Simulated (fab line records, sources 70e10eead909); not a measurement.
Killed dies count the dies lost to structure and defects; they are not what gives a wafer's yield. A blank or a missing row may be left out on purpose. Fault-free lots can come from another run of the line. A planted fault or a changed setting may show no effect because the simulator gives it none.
Matching of chambers :: flow nand-harc :: NHARC_A_CHANNEL_FILL_D1_ALD_25 on ald-hk-03: 4 sister chambers
The step deposits SiOx, target thk 60 nm, pulse time 10 s, ald cycles 600. 22 wafers are shown with their chamber, then 11 later ones without.

== WAFERS WITH THEIR CHAMBER ==
wafer: L075.2
chamber: 0
heater-power-w (W): 374
susceptor-temp-C (C): 300.05
precursor-pulse-height-rel: 1.016

wafer: L075.1
chamber: 2
heater-power-w (W): 431
susceptor-temp-C (C): 300.18
precursor-pulse-height-rel: 0.980

wafer: L075.5
chamber: 3
heater-power-w (W): 515
susceptor-temp-C (C): 299.76
precursor-pulse-height-rel: 0.999

wafer: L074.1
chamber: 0
heater-power-w (W): 393
susceptor-temp-C (C): 300.10
precursor-pulse-height-rel: 0.984

wafer: L074.4
chamber: 3
heater-power-w (W): 516
susceptor-temp-C (C): 299.96
precursor-pulse-height-rel: 0.992

wafer: L074.6
chamber: 2
heater-power-w (W): 432
susceptor-temp-C (C): 299.75
precursor-pulse-height-rel: 0.993

wafer: L078.1
chamber: 1
heater-power-w (W): 406
susceptor-temp-C (C): 299.62
precursor-pulse-height-rel: 1.018

wafer: L078.2
chamber: 0
heater-power-w (W): 379
susceptor-temp-C (C): 300.07
precursor-pulse-height-rel: 0.992

wafer: L078.3
chamber: 2
heater-power-w (W): 433
susceptor-temp-C (C): 299.74
precursor-pulse-height-rel: 1.028

wafer: L077.2
chamber: 1
heater-power-w (W): 428
susceptor-temp-C (C): 299.93
precursor-pulse-height-rel: 0.986

wafer: L077.1
chamber: 3
heater-power-w (W): 486
susceptor-temp-C (C): 299.99
precursor-pulse-height-rel: 1.016

wafer: L077.6
chamber: 2
heater-power-w (W): 440
susceptor-temp-C (C): 300.19
precursor-pulse-height-rel: 1.004

wafer: L082.1
chamber: 1
heater-power-w (W): 426
susceptor-temp-C (C): 299.83
precursor-pulse-height-rel: 0.998

wafer: L082.5
chamber: 2
heater-power-w (W): 422
susceptor-temp-C (C): 299.87
precursor-pulse-height-rel: 1.016

wafer: L082.6
chamber: 1
heater-power-w (W): 415
susceptor-temp-C (C): 300.00
precursor-pulse-height-rel: 0.996

wafer: L084.3
chamber: 1
heater-power-w (W): 416
susceptor-temp-C (C): 300.29
precursor-pulse-height-rel: 1.051

wafer: L084.5
chamber: 1
heater-power-w (W): 428
susceptor-temp-C (C): 300.10
precursor-pulse-height-rel: 1.018

wafer: L084.6
chamber: 2
heater-power-w (W): 449
susceptor-temp-C (C): 299.89
precursor-pulse-height-rel: 1.000

wafer: L087.1
chamber: 0
heater-power-w (W): 384
susceptor-temp-C (C): 300.05
precursor-pulse-height-rel: 1.027

wafer: L087.2
chamber: 1
heater-power-w (W): 430
susceptor-temp-C (C): 299.86
precursor-pulse-height-rel: 1.019

wafer: L087.4
chamber: 3
heater-power-w (W): 525
susceptor-temp-C (C): 299.83
precursor-pulse-height-rel: 0.988

wafer: L088.3
chamber: 3
heater-power-w (W): 498
susceptor-temp-C (C): 300.20
precursor-pulse-height-rel: 1.023

SIGNATURES, as means of the wafers listed above
reading: heater-power-w
chamber 0: 382.50
chamber 1: 421.29
chamber 2: 434.50
chamber 3: 508.00
scatter within a chamber: 10.8

reading: susceptor-temp-C
chamber 0: 300.0675
chamber 1: 299.9471
chamber 2: 299.9367
chamber 3: 299.9480
scatter within a chamber: 0.181

reading: precursor-pulse-height-rel
chamber 0: 1.00475
chamber 1: 1.01229
chamber 2: 1.00350
chamber 3: 1.00360
scatter within a chamber: 0.0188
Rule: distance of a wafer from a chamber = root of the sum over the readings of ((wafer's reading minus chamber's mean) / reading's scatter) squared. The wafer belongs to the nearest chamber; if the next one is less than 2 further off, it can't be placed. The scatter: take each reading less its chamber's mean, square it, sum over the shown wafers, divide by the number of wafers less the number of chambers, and take the root.

== WAFERS WHOSE CHAMBER IS MISSING ==
wafer: L088.1
heater-power-w (W): 417
susceptor-temp-C (C): 300.02
precursor-pulse-height-rel: 0.985

wafer: L088.4
heater-power-w (W): 435
susceptor-temp-C (C): 299.94
precursor-pulse-height-rel: 1.018

wafer: L090.1
heater-power-w (W): 439
susceptor-temp-C (C): 300.16
precursor-pulse-height-rel: 1.023

wafer: L090.3
heater-power-w (W): 412
susceptor-temp-C (C): 299.82
precursor-pulse-height-rel: 1.000

wafer: L090.4
heater-power-w (W): 402
susceptor-temp-C (C): 300.14
precursor-pulse-height-rel: 1.001

wafer: L093.2
heater-power-w (W): 394
susceptor-temp-C (C): 299.78
precursor-pulse-height-rel: 0.961

wafer: L093.4
heater-power-w (W): 426
susceptor-temp-C (C): 299.96
precursor-pulse-height-rel: 1.019

wafer: L093.6
heater-power-w (W): 390
susceptor-temp-C (C): 299.85
precursor-pulse-height-rel: 1.004

wafer: L097.4
heater-power-w (W): 427
susceptor-temp-C (C): 299.99
precursor-pulse-height-rel: 0.989

wafer: L097.1
heater-power-w (W): 442
susceptor-temp-C (C): 299.62
precursor-pulse-height-rel: 0.999

wafer: L097.5
heater-power-w (W): 481
susceptor-temp-C (C): 300.04
precursor-pulse-height-rel: 0.992

== CHAMBER TAKEN BY EACH ==
wafer: L088.1
from the rows above: can't be placed: 1 or 2 or 0
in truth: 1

wafer: L088.4
from the rows above: can't be placed: 2 or 1
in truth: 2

wafer: L090.1
from the rows above: can't be placed: 2 or 1
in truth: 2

wafer: L090.3
from the rows above: can't be placed: 1 or 2 or 0
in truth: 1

wafer: L090.4
from the rows above: can't be placed: 0 or 1 or 2
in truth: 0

wafer: L093.2
from the rows above: can't be placed: 0 or 1 or 2
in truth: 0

wafer: L093.4
from the rows above: can't be placed: 1 or 2
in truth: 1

wafer: L093.6
from the rows above: can't be placed: 0 or 1
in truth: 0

wafer: L097.4
from the rows above: can't be placed: 2 or 1
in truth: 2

wafer: L097.1
from the rows above: can't be placed: 2 or 1
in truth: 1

wafer: L097.5
from the rows above: can't be placed: 3 or 2
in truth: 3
Correct placement for 0 of the 11. Not placeable from these rows: 11 (in 11, the candidates include the true chamber). Wrongly placed: 0.
